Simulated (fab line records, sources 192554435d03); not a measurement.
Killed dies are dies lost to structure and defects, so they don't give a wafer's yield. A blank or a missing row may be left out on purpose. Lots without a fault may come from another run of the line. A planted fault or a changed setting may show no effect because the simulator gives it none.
Chamber matching | flow n5_finfet | N5_SDB_CMP_30 on cmp-02: 4 sister chambers
The step polishes, stops on poly-Si, t overpolish 1.54 s, target thk 30 nm. 8 wafers are shown with their chamber, then 11 later ones without.

WAFERS WITH THEIR CHAMBER
wafer  | chamber | motor_current_A (A) | time_to_endpoint_s (s)
L080.1 | 2       | 13.0                | 14.5
L080.6 | 0       | 11.2                | 14.9
L083.5 | 2       | 12.8                | 15.0
L083.6 | 1       | 10.7                | 14.1
L084.1 | 3       | 10.7                | 21.1
L084.2 | 0       | 11.0                | 17.9
L084.5 | 3       | 11.0                | 21.2
L088.1 | 1       | 11.2                | 13.9

WAFERS WITHOUT THEIR CHAMBER
wafer  | motor_current_A (A) | time_to_endpoint_s (s)
L088.4 | 11.1                | 19.4
L088.5 | 13.0                | 14.5
L091.2 | 10.6                | 13.4
L091.4 | 10.9                | 11.9
L091.5 | 11.4                | 12.3
L092.2 | 12.9                | 13.7
L092.4 | 11.3                | 16.0
L092.5 | 10.5                | 10.8
L097.3 | 14.0                | 15.2
L097.4 | 10.9                | 19.5
L097.5 | 13.3                | 16.2

WHICH CHAMBER EACH WENT THROUGH
wafer  | from the rows above     | in truth
L088.4 | can't be placed: 3 or 0 | 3
L088.5 | 2                       | 2
L091.2 | can't be placed: 1 or 0 | 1
L091.4 | 1                       | 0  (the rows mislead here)
L091.5 | can't be placed: 1 or 0 | 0
L092.2 | 2                       | 2
L092.4 | can't be placed: 0 or 1 | 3
L092.5 | 1                       | 1
L097.3 | 2                       | 2
L097.4 | can't be placed: 3 or 0 | 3
L097.5 | 2                       | 2
Placed correctly: 5 of 11. Can't be placed from these rows: 5 (the true chamber is among the candidates in 4). Placed wrongly: 1.
How it was worked out, from the rows above alone: a wafer's distance from a chamber is the root of the sum, over the readings, of the square of ((its reading less the chamber's mean) divided by the reading's scatter). The wafer belongs to the nearest chamber; if the next one is less than 2 further off, it can't be placed. A chamber's mean is the mean of its shown wafers. The scatter: the root of (the sum of the squares of (reading less its chamber's mean) over the shown wafers, divided by (wafers less chambers)).
